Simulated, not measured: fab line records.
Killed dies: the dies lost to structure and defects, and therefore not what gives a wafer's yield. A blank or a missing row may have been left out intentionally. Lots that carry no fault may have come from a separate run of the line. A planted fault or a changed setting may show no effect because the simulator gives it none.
Struck lot and sound lot, side by side + flow nandHarc + 15 steps out of a route of 1159
Sound: these wafers, L453.1, L453.5, L453.6. Struck: wafers L450.3, L450.4, L450.5. Last of all comes the cause.
Each step with rows lists, per side, the tool, then ch with its chambers, then its first start. Under that, the readings that differ: sound wafers + struck wafers + difference of the means + sigmas: that difference in standard deviations of wafers without a fault.
alike: a reading whose means differ by less than 2 such deviations, as well as words and numbers matching on both sides. not compared: withheld readings; readings where some wafer has no value; bounds like >300 that might hide an equal value; numbers whose values overlap and for which the record gives no deviation.
The two part at a step that has a row with sigmas, a row that says differs or no value, or rows on one side only. When numbers do not overlap yet have no deviation, they are printed without sigmas and do not part them. Lack of a reading on every wafer of one side parts them only where that side has two or more wafers.

first, 4 steps without rows for these wafers: NHARC_P_CONTACT_EBR_08; NHARC_P_CONTACT_EXPOSE_09 (exposes mask P CA, target cd 90 nm); NHARC_P_CONTACT_PEB_10 (peb time 65 s); NHARC_P_CONTACT_DEVELOP_11 (develop time 35 s).
NHARC_P_CONTACT_CD_MEAS_12: the cd target is 90 nm.
  sound on cdSem-03 ch 0, day 8 19:15; struck on cdSem-01 ch 0, day 8 01:05
  alike: cdNm
NHARC_P_CONTACT_OVL_MEAS_13:
  sound on overlay-02 at day 8 19:20; struck on overlay-01 at day 8 01:10
| reading         | sound          | struck      | difference | sigmas |
|-----------------|----------------|-------------|------------|--------|
| overlayYNm (nm) | -0.9 -1.6 -1.4 | 1.2 0.5 0.4 | +2.0       | +2     |
  alike: overlayXNm
NHARC_P_CONTACT_INSPECT_14:
  sound on defectInspect-02 at day 8 19:23; struck on defectInspect-02 at day 8 01:12
  alike: rawDefectCount
NHARC_P_CONTACT_DESCUM_17: chemistry O2, time 3 s.
  sound on rieDiel-02 ch 0,1,2, day 8 19:28; struck on rieDiel-02 ch 2,3, day 8 01:16
  alike: drypumpMotorCurrentA, oesProductAu, rfVppV, showerheadPlenumPTorr, throttleValvePct
  not compared: rfHoursCounterH
NHARC_P_CONTACT_ETCH_35: etches the open film in CF4, target depth 39 nm, time 65 s.
  sound on rieDiel-02 ch 1,2, day 8 19:32; struck on rieDiel-02 ch 0,3, day 8 01:20
  alike: biasW, cf4FlowSccm, drypumpMotorCurrentA, oesProductAu, rfFwdPowerW, rfVppV, showerheadPlenumPTorr, throttleValvePct
  not compared: rfHoursCounterH
NHARC_P_CONTACT_ETCH_36: etches the open film in N2/H2, target depth 260 nm, time 406.25 s.
  sound: rieDiel-02 ch 1,2; struck: rieDiel-02 ch 0,1,3
  alike: biasW, chamberPressureMTorr, drypumpMotorCurrentA, oesProductAu, rfFwdPowerW, rfVppV, showerheadPlenumPTorr, throttleValvePct
  not compared: rfHoursCounterH
NHARC_P_CONTACT_ETCH_18: etches the open film in C4F8/O2/Ar, target depth 481 nm, time 240.5 s.
  sound: rieDiel-02 ch 0,3; struck: rieDiel-02 ch 0,1,2
  alike: biasW, chamberPressureMTorr, oesProductAu, rfFwdPowerW, rfVppV
  not compared: rfHoursCounterH
then, 1 step without rows for these wafers: NHARC_P_CONTACT_STRIP_37 (strips in C4F8/O2/Ar).
NHARC_P_CONTACT_ETCH_31: etches the open film in CH3F/O2, target depth 30 nm, time 85.7 s.
  sound on rieDiel-02 ch 0,2,3, day 8 20:12; struck on rieDiel-02 ch 1,3, day 8 02:01
  no value came back on the struck wafers for any of 8 readings (biasW (W), ch3fFlowSccm (sccm) and others); on the sound wafers biasW (W) reads 99.9 99.6 100.2
  not compared: rfHoursCounterH
NHARC_P_CONTACT_CD_MEAS_19:
  sound on cdSem-03 at day 8 20:19; struck on cdSem-03 at day 8 02:08
  alike: cdNm
-- the record jumps here: 14 days lie between the struck wafers' starts before and after (it left off in module P_CONTACT and takes up again in module END, whose first step shown is number 1159 of the route) --
NHARC_END_SORT_01:
  here the record holds rows for the struck wafers (prober-01 ch 0, day 21 18:17) but none for the sound ones

WHERE THEY PART
Earliest at NHARC_P_CONTACT_OVL_MEAS_13; latest, in this record, at NHARC_END_SORT_01.

WHY: what had been put in by the simulator
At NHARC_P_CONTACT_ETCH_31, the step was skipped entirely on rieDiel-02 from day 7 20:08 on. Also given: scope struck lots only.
